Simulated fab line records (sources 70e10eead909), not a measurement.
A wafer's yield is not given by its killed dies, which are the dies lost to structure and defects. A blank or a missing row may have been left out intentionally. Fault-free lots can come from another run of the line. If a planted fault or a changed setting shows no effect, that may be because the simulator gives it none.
The tool behind it: which one? | flow nandHarc | 14 lots, 42 wafers sampled, at 4 steps of a route of 1302

## WHAT EACH GAUGE READ, for each wafer
NHARC_END_SORT_01.
lot  | measured     | on        | defectLimitedYield (%) | killedAtArray | killedAtOther | killedAtPeriphery | killedDies  | killedOpen | killedShort
L366 | day 29 02:22 | prober-01 | 92.5 91.7 92.5         | 47 53 49      | 1 1 2         | 3 2 0             | 51 56 51    | 6 3 4      | 1 4 3
L371 | day 31 05:11 | prober-02 | 79.2 80.5 84.2         | 60 71 59      | 0 1 0         | 81 60 48          | 141 132 107 | 4 3 1      | 3 3 3
L372 | day 30 15:19 | prober-01 | 80.1 71.3 77.3         | 91 98 97      | 1 0 1         | 43 96 56          | 135 194 154 | 6 2 2      | 2 0 0

## EACH LOT AND THE TOOL THAT RAN IT (in order: tool; ch and the chambers of the sampled wafers; start)
lot  | NHARC_P_M0_PVD_20           | NHARC_A_M1_PRE_CLEAN_30                | NHARC_THIN_TSV_ETCH_36
L356 | pvdSputter-03, day 6 14:10  | pvdSputter-01, day 24 15:50 or earlier | rieMetal-02 ch 0,1, day 24 15:50
L359 | pvdSputter-03, day 7 21:47  | pvdSputter-03, day 25 05:07 or earlier | rieMetal-03 ch 0,1, day 25 05:07
L360 | pvdSputter-02, day 8 05:23  | pvdSputter-03, day 25 14:01 or earlier | rieMetal-03 ch 0, day 25 14:01
L361 | pvdSputter-03, day 8 17:20  | pvdSputter-02, day 26 12:33 or earlier | rieMetal-01 ch 0,1, day 26 12:33
L362 | pvdSputter-02, day 9 07:11  | pvdSputter-01, day 27 05:09 or earlier | rieMetal-01 ch 0,1, day 27 05:09
L363 | pvdSputter-02, day 9 07:50  | pvdSputter-03, day 28 08:55 or earlier | rieMetal-02 ch 0,1, day 28 08:55
L364 | pvdSputter-01, day 10 02:38 | pvdSputter-03, day 27 18:51 or earlier | rieMetal-02 ch 0,1, day 27 18:51
L365 | pvdSputter-03, day 10 08:39 | pvdSputter-03, day 28 07:32 or earlier | rieMetal-01 ch 0,1, day 28 07:32
L366 | pvdSputter-02, day 10 17:34 | pvdSputter-01, day 28 16:00 or earlier | rieMetal-03 ch 0,1, day 28 16:00
L367 | pvdSputter-03, day 11 13:07 | pvdSputter-03, day 29 17:24 or earlier | rieMetal-02 ch 0,1, day 29 17:24
L368 | pvdSputter-01, day 11 16:55 | pvdSputter-01, day 29 18:39 or earlier | rieMetal-01 ch 0,1, day 29 18:39
L369 | pvdSputter-03, day 12 02:59 | pvdSputter-01, day 29 21:51 or earlier | rieMetal-03 ch 0,1, day 29 21:51
L371 | pvdSputter-01, day 13 00:49 | pvdSputter-01, day 30 19:50 or earlier | rieMetal-01 ch 0,1, day 30 19:50
L372 | pvdSputter-01, day 13 02:03 | pvdSputter-03, day 30 06:50 or earlier | rieMetal-02 ch 0,1, day 30 06:50
- NHARC_P_M0_PVD_20: deposits TaN, target thk 5 nm, time 8.06 s.
- NHARC_A_M1_PRE_CLEAN_30: time 30 s.
- NHARC_THIN_TSV_ETCH_36: etches the open film in Cl2/BCl3, target depth 65 nm, time 18.571 s.

## AS READ BY THE TOOLS THEMSELVES (means over the sampled wafers that have a number; for cases with no such wafer, the mark the record gives instead)
NHARC_P_M0_PVD_20.
lot  | tool          | cathodeDcPowerW (W) | throttleValvePct (%)
L356 | pvdSputter-03 | 14997               | 30.4
L359 | pvdSputter-03 | 15001               | 30.3
L360 | pvdSputter-02 | 14999               | 29.7
L361 | pvdSputter-03 | 14998               | 30.2
L362 | pvdSputter-02 | 15001               | 30.1
L363 | pvdSputter-02 | 15000               | 30.4
L364 | pvdSputter-01 | 15000               | 29.9
L365 | pvdSputter-03 | 14999               | 30.2
L366 | pvdSputter-02 | 15002               | 30.7
L367 | pvdSputter-03 | 15000               | 30.4
L368 | pvdSputter-01 | 15003               | 30.0
L369 | pvdSputter-03 | 15001               | 30.1
L371 | pvdSputter-01 | 14998               | 29.7
L372 | pvdSputter-01 | 14999               | 29.9

NHARC_A_M1_PRE_CLEAN_30.
lot  | tool          | heaterPowerW (W)
L356 | pvdSputter-01 | 480
L359 | pvdSputter-03 | 409
L360 | pvdSputter-03 | 402
L361 | pvdSputter-02 | 445
L362 | pvdSputter-01 | 501
L363 | pvdSputter-03 | 400
L364 | pvdSputter-03 | 385
L365 | pvdSputter-03 | 403
L366 | pvdSputter-01 | 479
L367 | pvdSputter-03 | 395
L368 | pvdSputter-01 | 471
L369 | pvdSputter-01 | 496
L371 | pvdSputter-01 | 437
L372 | pvdSputter-03 | 409

NHARC_THIN_TSV_ETCH_36.
lot  | tool        | drypumpMotorCurrentA (A) | oesProductAu (a.u.)
L356 | rieMetal-02 | 5.2                      | 1.011
L359 | rieMetal-03 | 6.2                      | 0.991
L360 | rieMetal-03 | 6.4                      | 0.985
L361 | rieMetal-01 | 5.7                      | 0.994
L362 | rieMetal-01 | 5.8                      | 0.997
L363 | rieMetal-02 | 5.3                      | 0.999
L364 | rieMetal-02 | 5.3                      | 1.001
L365 | rieMetal-01 | 5.9                      | 0.998
L366 | rieMetal-03 | 6.2                      | 0.988
L367 | rieMetal-02 | 5.3                      | 1.004
L368 | rieMetal-01 | 5.7                      | 0.989
L369 | rieMetal-03 | 5.9                      | 0.992
L371 | rieMetal-01 | 5.7                      | 1.002
L372 | rieMetal-02 | 5.3                      | 1.004

## THE ANSWER, worked out from the rows above alone
Rule: what is usual is taken from the lots themselves. The widest of any qualifying gaps counts: lots, ordered by their means at a reading, are off when they make up no more than a third of the lots, leave a main group of 4 or more, and stand apart from it by 3 or more times the standard deviation of that group's means. The tables above print the reading to a certain number of digits; a main group whose means all agree to those digits is not used. A lot without any number at a reading at which 4 lots or more have one is off too. The other lots that the step has rows for count as sound. Order of review: gauges by route order, followed by the tools' own readings, for which a lot's mean as printed above is used. At the first step where some lot is off, the reading lying furthest off is the one used; lots without a number count as furthest.
No lot is off on any of the readings shown, so nothing can be concluded from this.

## WHAT THE SIMULATOR HAD PUT IN
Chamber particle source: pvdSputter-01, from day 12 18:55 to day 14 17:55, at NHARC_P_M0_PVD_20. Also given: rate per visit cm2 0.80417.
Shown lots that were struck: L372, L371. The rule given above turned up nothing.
